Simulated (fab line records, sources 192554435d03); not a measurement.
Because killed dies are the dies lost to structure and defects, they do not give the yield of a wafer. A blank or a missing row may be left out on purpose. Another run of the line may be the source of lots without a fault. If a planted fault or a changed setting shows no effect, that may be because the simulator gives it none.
Problem report, 8D (eight disciplines) form, completed by code	flow n5Finfet	the parts of the form that need people (team, actions taken, sign-off) are left out

1. THE ISSUE
spinSpeedRpm at N5_SDB_COAT_05 reads a mean of 1595.8 rpm on 6 wafers of 2 lots; wafers without a fault read 1499.7 rpm with a standard deviation of 1.1. That is +87 standard deviations from the usual mean.
The step: resist thk 90 nm.
Earliest sighting: wafer L196.2 on lithoTrack-03 at day 5 12:04. The record has a number at this step for 12 wafers belonging to 4 lots. By rule, "out" or "out of limits" means more than 4 standard deviations away from the usual mean. Any other wafer with a number is counted as sound.

2. WHAT IT IS AND WHAT IT IS NOT
question	is	is not
which readings at this step	spinSpeedRpm	dispensePressureKPa
which lots	L196, L198	L193, L210
which wafers of those lots	all that have a number	-
read on which tools	lithoTrack-03	lithoTrack-02
when	from day 5 12:04	up to then (3 sound wafers); but 3 sound wafers of L210 came after

3. SUSPECTS, AND WHAT RULES EACH OUT
Counting: a tool at any process step up to the reading remains a suspect when it ran all the lots that are out and ran no sound lot after the first of those.
- lithoTrack-03 at N5_SDB_COAT_05 (resist thk 90 nm): kept. It processed each lot that is out, first L196 at day 5 12:04, and no sound lot thereafter; up to then, the last sound lot it processed was L193 at day 4 15:58. Its own readings are out on those wafers: spinSpeedRpm.
Left after counting: lithoTrack-03 at N5_SDB_COAT_05.

4. THE CAUSE (what the simulator had put in)
Process parameter drift: lithoTrack-03, from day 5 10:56 on, at N5_SDB_COAT_05. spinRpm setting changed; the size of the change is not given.
After counting, this tool was the only one left.

5. THE CHAIN OF EFFECTS, in route order
Each row: a reading whose mean over the struck wafers that have a number lies more than 3 standard deviations from the usual. Scope: only readings with a usual standard deviation given in the record; hours: median across lots of the time from each lot's start at the first step in this table that gives one to its start at this step; sigmas: change in usual standard deviations.
hours	step	reading	usual	on struck wafers	change	sigmas
0	N5_SDB_COAT_05	spinSpeedRpm	1499.7 rpm	1595.8	+96.1	+87
Here are the process steps it includes:
- N5_SDB_COAT_05: resist thk 90 nm.
Later steps that measure or inspect, where all struck wafers having a row at the step show a number for every such reading and not one has moved that far: N5_BEOL_M4_RC_MEAS_101.

6. HOW IT WOULD HAVE BEEN CAUGHT EARLIER
In this record the first reading out of limits was taken at day 5 12:04, 1 hour after the fault began at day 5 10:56.
